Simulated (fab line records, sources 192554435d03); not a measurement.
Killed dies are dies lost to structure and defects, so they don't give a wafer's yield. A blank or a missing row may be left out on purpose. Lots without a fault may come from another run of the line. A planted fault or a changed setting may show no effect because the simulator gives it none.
fab line records | flow n5_finfet | part 2 of 2: steps 19 to 28 of 28
record lots=5 wafers=15 last_day=17
route steps=1938 shown SDB@357 DUMMY_REMOVAL@377
lots that met no fault: from a run of the same line without faults
start_h: hours from the record's first day to the start of the lot's first wafer shown | wait_h: hours since the lot's step before | " the same as in the row above | L1.1+2: a row that stands for several wafers | - no value, or no start given | * or withheld: withheld | < > ~ a bound
route shown NAME@n: a module of which the file shows steps, and the number in the route of the first | usual: mean/standard deviation of fault-free wafers | same: alike in all rows | chamber/n: place in a boat | sites: the reading at each site | _std_site: their standard deviation | _edge_site: outer sites' mean less inner sites' | radius_mm: how far each site lies from the wafer's centre | mask NAME#n: copy n | behind: the tool/chamber that last shaped the wafer | hold: why the lot was held/for how many hours/how that ended | device: the transistor (n, p or np) that didn't switch | end of line: the same wafers' tests at the end of the route | a step without rows: its recipe alone | killed: dies lost to structure and defects at the first sort, not the wafer's yield | map: a wafer's dies, x killed, . not, _ none there
set.NAME: the setting as run; set.NAME@STEP: as run at that earlier step | model.NAME: the simulator's own value behind a step, which no gauge read
lots at some steps of the route; a table a step, a row a wafer
services: from which hour (start_h, from the record's first day; less than 0 if before it) a tool's chamber was out of use, for how many hours, and why
## steps
# step N5_SDB_THK_MEAS_31
# recipe reads=a-Si_of_DUMMY_GATE_CVD_03
# usual SDB_THK=63.5/1.3
# columns lot.wafer tool chamber start_h wait_h SDB_THK[nm]
L079.3 film_metro-01 - 99.18 - 64.1
L079.4 " - " " 62.4
L079.5 " - " " 62.7
L083.3 film_metro-01 - 123.16 - 62.8
L083.4 " - " " 62.9
L083.6 " - " " 62.8
L087.2 film_metro-01 - 149.16 - 63.0
L087.3 " - " " 62.3
L087.6 " - " " 64.5
L089.1 film_metro-01 - 161.88 - 65.5
L089.2 " - " " 63.6
L089.5 " - " " 64.4
L096.1 film_metro-01 - 202.80 - 63.2
L096.3 " - " " 63.1
L096.5 " - " " 64.1
# step N5_SDB_INSPECT_36
# recipe inspect_instrument=darkfield mode=post_cmp
# usual raw_defect_count=38/19
# columns lot.wafer tool chamber start_h wait_h raw_defect_count
L079.3 defect_inspect-02 - 99.21 0.0 37
L079.4 " - " " 45
L079.5 " - " " 31
L083.3 defect_inspect-02 - 123.19 0.0 28
L083.4 " - " " 22
L083.6 " - " " 23
L087.2 defect_inspect-01 - 149.19 0.0 26
L087.3 " - " " 26
L087.6 " - " " 14
L089.1 defect_inspect-01 - 161.91 0.0 31
L089.2 " - " " 43
L089.5 " - " " 22
L096.1 defect_inspect-02 - 202.83 0.0 41
L096.3 " - " " 28
L096.5 " - " " 16
# step N5_DUMMY_REMOVAL_HM_STRIP_01
# recipe chemistry=CH3F/O2 material=SiNx target_depth_a=40 stop_on=poly-Si time_s=6.8 over_etch_frac=0.3 ion_energy_ev=60 power_w=410 bias_w=29 Ar_flow_sccm=150 CH3F_flow_sccm=30 O2_flow_sccm=20
# usual drypump_motor_current_A=5.5/0.42 mfc_ar_sccm=150.0/0.46 oes_product_au=0.68/0.058 rf_vpp_V=127.7/1 showerhead_plenum_p_Torr=2.03/0.058 throttle_valve_pct=16.21/0.13
# same over_etch_frac=0.3
# columns lot.wafer tool chamber start_h wait_h drypump_motor_current_A mfc_ar_sccm oes_product_au rf_hours_counter_h rf_vpp_V showerhead_plenum_p_Torr throttle_valve_pct
L079.3 rie_diel-06 3 99.28 0.1 5.9 150.0 0.65 112 125.9 1.86 15.98
L079.4 " 1 " " 4.7 149.4 0.57 205 128.1 1.98 16.38
L079.5 " 2 " " 5.4 149.6 0.68 - 128.5 2.11 16.12
L083.3 rie_diel-02 3 123.22 0.0 5.5 149.8 0.62 133 129.1 2.09 16.28
L083.4 " 1 " " 6.0 150.1 0.64 127 125.9 1.93 16.08
L083.6 " 0 " " 5.1 149.7 0.61 - 127.4 2.01 16.34
L087.2 rie_diel-05 1 149.32 0.1 5.8 149.6 0.73 29 128.8 2.06 16.35
L087.3 " 0 " " 6.0 150.5 0.69 60 127.1 2.02 16.17
L087.6 " 3 " " 5.2 149.8 0.72 - 130.6 2.04 16.14
L089.1 rie_diel-05 1 161.94 0.0 5.8 149.9 0.73 33 127.4 2.06 16.36
L089.2 " 3 " " 5.2 150.0 0.71 40 127.5 2.04 16.16
L089.5 " 0 " " 6.0 150.4 0.68 - 126.7 2.02 16.19
L096.1 rie_diel-02 1 202.86 0.0 6.0 150.4 0.62 153 127.3 1.93 16.13
L096.3 " 3 " " 5.5 150.3 0.60 156 127.7 2.08 16.33
L096.5 " 0 " " 5.0 149.9 0.60 - 127.4 2.00 16.39
# step N5_DUMMY_REMOVAL_STRIP_10
# recipe chemistry=N2/H2 time_s=40 power_w=100 temp_c=40 pressure_mtorr=100 rf_frequency_hz=6e+07 bias_power_w=3 n2_flow_sccm=300 h2_flow_sccm=300
# usual drypump_motor_current_A=5.5/0.42 oes_product_au=0.83/0.071 rf_vpp_V=45.3/0.84 showerhead_plenum_p_Torr=3.43/0.11 throttle_valve_pct=12.10/0.16
# columns lot.wafer tool chamber start_h wait_h drypump_motor_current_A oes_product_au rf_hours_counter_h rf_vpp_V showerhead_plenum_p_Torr throttle_valve_pct
L079.3 rie_diel-06 3 99.31 0.0 5.9 0.83 112 45.9 3.12 11.81
L079.4 " 1 " " 4.7 0.70 205 46.7 3.33 12.27
L079.5 " 2 " " 5.4 0.87 - 44.9 3.56 12.00
L083.3 rie_diel-02 3 123.26 0.0 5.5 0.75 133 44.6 3.54 12.38
L083.4 " 1 " " 6.1 0.80 127 44.0 3.23 11.92
L083.6 " 0 " " 5.0 0.76 - 43.8 3.35 12.06
L087.2 rie_diel-05 1 149.35 0.0 5.9 0.92 29 45.6 3.47 12.22
L087.3 " 0 " " 6.0 0.84 60 44.9 3.44 12.03
L087.6 " 3 " " 5.2 0.86 - 45.2 3.47 12.11
L089.1 rie_diel-05 1 161.98 0.0 5.9 0.90 33 43.5 3.47 12.22
L089.2 " 3 " " 5.2 0.85 40 47.1 3.46 12.12
L089.5 " 0 " " 6.0 0.84 - 45.6 3.44 12.05
L096.1 rie_diel-02 1 202.90 0.0 6.0 0.77 153 45.1 3.22 11.98
L096.3 " 3 " " 5.5 0.74 156 44.0 3.53 12.45
L096.5 " 0 " " 5.0 0.73 - 45.9 3.34 12.14
# step N5_DUMMY_REMOVAL_PRECLEAN_07
# recipe chemistry=dHF time_s=30 temp_c=25 dilution=withheld
# columns lot.wafer tool chamber start_h wait_h
L079.3+4+5 wet_bench-05 7,1,3 99.41 0.1
L083.3+4+6 wet_bench-05 3,1,7 123.35 0.1
L087.2+3+6 wet_bench-01 1,2,3 149.45 0.1
L089.1+2+5 wet_bench-06 3,6,1 162.07 0.1
L096.1+3+5 wet_bench-05 6,7,5 202.99 0.1
# step N5_DUMMY_REMOVAL_DUMMY_REMOVE_02
# recipe chemistry=TMAH temp_c=70 target=poly-Si stop_on=SiO2 target_depth_nm=142 conc_wt_pct=5 time_s=57 dry=ipa_marangoni rinse_time_s=30 rinse_temp_c=23
# columns lot.wafer tool chamber start_h wait_h
L079.3+4+5 wet_bench-05 7,1,3 99.42 0.0
L083.3+4+6 wet_bench-05 3,1,7 123.36 0.0
L087.2+3+6 wet_bench-01 1,2,3 149.46 0.0
L089.1+2+5 wet_bench-06 3,6,1 162.08 0.0
L096.1+3+5 wet_bench-05 6,7,5 203.00 0.0
# step N5_DUMMY_REMOVAL_INSPECT_06
# recipe inspect_instrument=brightfield mode=aei
# usual raw_defect_count=12/5.5
# columns lot.wafer tool chamber start_h wait_h raw_defect_count
L079.3 defect_inspect-02 - 99.48 0.0 15
L079.4 " - " " 5
L079.5 " - " " 7
L083.3 defect_inspect-02 - 123.42 0.0 10
L083.4 " - " " 9
L083.6 " - " " 8
L087.2 defect_inspect-01 - 149.51 0.0 13
L087.3 " - " " 11
L087.6 " - " " 11
L089.1 defect_inspect-02 - 162.14 0.0 19
L089.2 " - " " 17
L089.5 " - " " 12
L096.1 defect_inspect-02 - 203.06 0.0 9
L096.3 " - " " 17
L096.5 " - " " 14
# step N5_DUMMY_REMOVAL_PRECLEAN_08
# recipe chemistry=NF3:NH3 afs_cycles=2 temp_c=30 time_s=20 sublimation_temp_c=180 sublimation_time_s=60 pressure_torr=3 rf_power_w=30
# columns lot.wafer tool chamber start_h wait_h
L079.3+4+5 remote_plasma-01 0 99.57 0.1
L083.3+4+6 remote_plasma-02 1 123.52 0.1
L087.2+3+6 remote_plasma-01 0 149.58 0.1
L089.1+2+5 remote_plasma-02 1 162.18 0.0
L096.1+3+5 remote_plasma-01 0 203.09 0.0
# step N5_DUMMY_REMOVAL_PRECLEAN_04
# recipe chemistry=DHF time_s=37 temp_c=25 dilution=500:1
# columns lot.wafer tool chamber start_h wait_h
L079.3+4+5 wet_bench-01 3,5,6 99.72 0.1
L083.3+4+6 wet_bench-05 0,1,6 123.67 0.1
L087.2+3+6 wet_bench-06 4,6,7 149.76 0.2
L089.1+2+5 wet_bench-05 2,1,6 162.39 0.2
L096.1+3+5 wet_bench-05 3,7,6 203.30 0.2
# step N5_DUMMY_REMOVAL_SRD_05
# recipe dry=ipa_marangoni do_ppb=5 time_s=30 temp_c=23 rinse_liquid=diw
# columns lot.wafer tool chamber start_h wait_h
L079.3+4+5 wet_bench-01 3,5,6 99.73 0.0
L083.3+4+6 wet_bench-05 0,1,6 123.68 0.0
L087.2+3+6 wet_bench-06 4,6,7 149.77 0.0
L089.1+2+5 wet_bench-05 2,1,6 162.40 0.0
L096.1+3+5 wet_bench-05 3,7,6 203.32 0.0
## services
# columns tool chamber start_h hours kind
rie_diel-05 0 73.14 6.9 repair
cmp-01 - 77.15 3.3 repair
rie_diel-02 2 79.85 2.1 repair
cmp-02 - 82.18 4.6 pm
ald_sin-04 - 85.37 14.0 pm
cmp-03 - 87.12 1.6 repair
plasma_asher-02 - 98.70 0.7 repair
rie_diel-01 1 119.12 7.1 repair
wet_bench-06 - 131.72 1.5 repair
rie_diel-02 3 135.96 8.7 repair
cmp-01 - 151.31 0.8 repair
cmp-01 - 156.57 4.0 pm
ald_sin-02 - 157.23 6.1 pm
rie_diel-03 0 159.33 1.3 repair
ald_sin-02 1 167.07 5.7 repair
ald_sin-02 - 176.75 14.0 pm
cmp-01 - 180.06 2.0 repair
rie_diel-04 - 180.48 69.8 repair
wet_bench-02 - 184.61 6.7 repair
rie_diel-03 1 185.26 8.8 repair
rie_si-01 - 185.43 5.4 repair
wet_bench-06 - 187.76 40.5 repair
rie_si-02 2 193.02 2.7 repair
rie_diel-03 3 194.43 6.1 repair
